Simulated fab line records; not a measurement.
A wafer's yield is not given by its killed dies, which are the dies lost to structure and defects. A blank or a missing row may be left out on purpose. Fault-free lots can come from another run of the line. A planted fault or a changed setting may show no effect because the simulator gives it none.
Matching of chambers	flow n5-finfet	rie-diel-05 running N5_DUMMY_GATE_STRIP_41: 4 sister chambers
The step strips in O2. 4 wafers are shown with their chamber, then 10 later ones without.

EACH WAFER AND ITS CHAMBER
wafer	chamber	throttle-valve-pct (%)
L091.2	3	16.40
L091.5	2	16.70
L092.3	0	16.65
L092.5	1	16.82

WAFERS MISSING THEIR CHAMBER
wafer	throttle-valve-pct (%)
L092.6	16.66
L093.2	16.66
L093.3	16.71
L093.4	16.81
L094.3	16.71
L094.5	16.83
L094.6	16.66
L096.1	16.68
L096.2	16.83
L096.5	16.83

THE CHAMBER EACH PASSED THROUGH
wafer	from the rows above	in truth
L092.6	0	0
L093.2	0	0
L093.3	2	2
L093.4	1	1
L094.3	2	2
L094.5	1	1
L094.6	0	0
L096.1	can't be placed: 2 or 0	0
L096.2	1	1
L096.5	1	1
9 of 10 placed correctly. Cannot be placed on the basis of these rows: 1; the candidates contain the true chamber in 1. Number placed wrongly: 0.
How it was worked out, from the rows above alone: a wafer's distance from a chamber is the root of the sum, over the readings, of the square of ((its reading less the chamber's mean) divided by the reading's scatter). If the next closest chamber is less than 2 further off than the closest, the wafer can't be placed; otherwise it belongs to the closest. A chamber's mean is the mean of its shown wafers. The scatter: with one shown wafer a chamber, the root of the mean of the squares of how far each hidden wafer lies from its nearest shown one.
